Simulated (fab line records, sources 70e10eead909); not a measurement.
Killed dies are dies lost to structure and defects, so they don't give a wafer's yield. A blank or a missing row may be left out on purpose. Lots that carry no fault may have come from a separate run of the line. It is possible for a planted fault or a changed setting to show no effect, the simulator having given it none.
Which tool did it? || flow nandHarc || 21 wafers from 7 lots sampled at 2 of the route's 1302 steps

WHAT THE GAUGES SHOWED, per wafer
NHARC_HYBRID_BOND_OVL_MEAS_05.
{"lot": "L588", "measured": "day 24 04:41", "on": "overlay-01", "overlayXNm (nm)": "28 -25 28"}
{"lot": "L589", "measured": "day 25 06:18", "on": "overlay-02", "overlayXNm (nm)": "36 2 -5"}
{"lot": "L592", "measured": "day 27 03:55", "on": "overlay-01", "overlayXNm (nm)": "57 18 -58"}
{"lot": "L599", "measured": "day 28 08:38", "on": "overlay-02", "overlayXNm (nm)": "-21 5 39"}
{"lot": "L603", "measured": "day 30 10:53", "on": "overlay-01", "overlayXNm (nm)": "-7 19 -37"}
{"lot": "L605", "measured": "day 32 13:29", "on": "overlay-02", "overlayXNm (nm)": "-40 13 -37"}
{"lot": "L607", "measured": "day 32 20:33", "on": "overlay-02", "overlayXNm (nm)": "14 -22 -63"}

WHAT TOOL EACH LOT RAN ON (gives the tool, then ch and the chambers of the sampled wafers, and finally the start)
{"lot": "L588", "NHARC_A_CONTACT_ETCH_132": "harCapEtch-01 ch 0,1, day 22 16:03"}
{"lot": "L589", "NHARC_A_CONTACT_ETCH_132": "harCapEtch-03 ch 0,1, day 23 18:52"}
{"lot": "L592", "NHARC_A_CONTACT_ETCH_132": "harCapEtch-02 ch 0,1, day 25 16:07"}
{"lot": "L599", "NHARC_A_CONTACT_ETCH_132": "harCapEtch-01 ch 0,1, day 26 16:40"}
{"lot": "L603", "NHARC_A_CONTACT_ETCH_132": "harCapEtch-01 ch 0,1, day 28 20:12"}
{"lot": "L605", "NHARC_A_CONTACT_ETCH_132": "harCapEtch-02 ch 0,1, day 30 20:49"}
{"lot": "L607", "NHARC_A_CONTACT_ETCH_132": "harCapEtch-02 ch 0,1, day 31 06:56"}
- NHARC_A_CONTACT_ETCH_132: etches the open film in C4F8/O2/Ar, time 197 s, target depth 1924 nm.

THE ANSWER, worked out from the rows above alone
Rule: the usual values come from the lots themselves. The widest of any qualifying gaps counts: lots, ordered by their means at a reading, are off when they make up no more than a third of the lots, leave a main group of 4 or more, and stand apart from it by 3 or more times the standard deviation of that group's means. A main group is skipped when, at the precision printed for the reading in the tables above, its means are all equal. Also off: a lot with no number at a reading for which 4 or more lots have one. All remaining lots with rows at the step are treated as sound.
No lot is off on any of the readings shown, so nothing can be concluded from this.

WHAT THE SIMULATOR HAD PUT IN
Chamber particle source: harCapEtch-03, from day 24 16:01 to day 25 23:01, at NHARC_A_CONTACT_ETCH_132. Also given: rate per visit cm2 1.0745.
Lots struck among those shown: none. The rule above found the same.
